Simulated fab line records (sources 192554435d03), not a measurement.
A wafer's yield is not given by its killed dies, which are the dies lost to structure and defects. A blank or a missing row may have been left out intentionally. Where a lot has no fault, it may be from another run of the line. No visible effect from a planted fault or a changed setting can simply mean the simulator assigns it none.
Chamber matching	flow n5 finfet	N5_BEOL_M10_DEP_56 on pecvd-02: 3 sister chambers
The step deposits SiCN from 3MS/NH3, target thk 15 nm, time 26.5 s. 3 wafers are shown with their chamber, then 10 later ones without.

## EACH WAFER AND ITS CHAMBER
wafer	chamber	throttle valve pct (%)
L081.6	2	8.6
L084.1	1	9.3
L084.3	0	9.1

## WAFERS MISSING THEIR CHAMBER
wafer	throttle valve pct (%)
L084.6	8.4
L093.1	8.7
L093.3	9.2
L093.4	8.9
L096.1	9.3
L096.2	8.6
L096.3	9.3
L097.1	9.2
L097.2	9.4
L097.4	9.5

## WHICH CHAMBER EACH WENT THROUGH
wafer	from the rows above	in truth
L084.6	2	2
L093.1	2	2
L093.3	can't be placed: 0 or 1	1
L093.4	can't be placed: 0 or 2 or 1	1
L096.1	can't be placed: 1 or 0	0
L096.2	2	2
L096.3	can't be placed: 1 or 0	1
L097.1	can't be placed: 0 or 1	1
L097.2	can't be placed: 1 or 0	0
L097.4	can't be placed: 1 or 0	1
3 of 10 placed correctly. Not placeable from these rows: 7 (in 7, the candidates include the true chamber). Placed wrongly: 0.
How it was worked out, from the rows above alone: a wafer's distance from a chamber is the root of the sum, over the readings, of the square of ((its reading less the chamber's mean) divided by the reading's scatter). The wafer belongs to the nearest chamber; if the next one is less than 2 further off, it can't be placed. For every chamber, the mean is computed from those of its wafers that are shown. The scatter: with one shown wafer a chamber, the root of the mean of the squares of how far each hidden wafer lies from its nearest shown one.
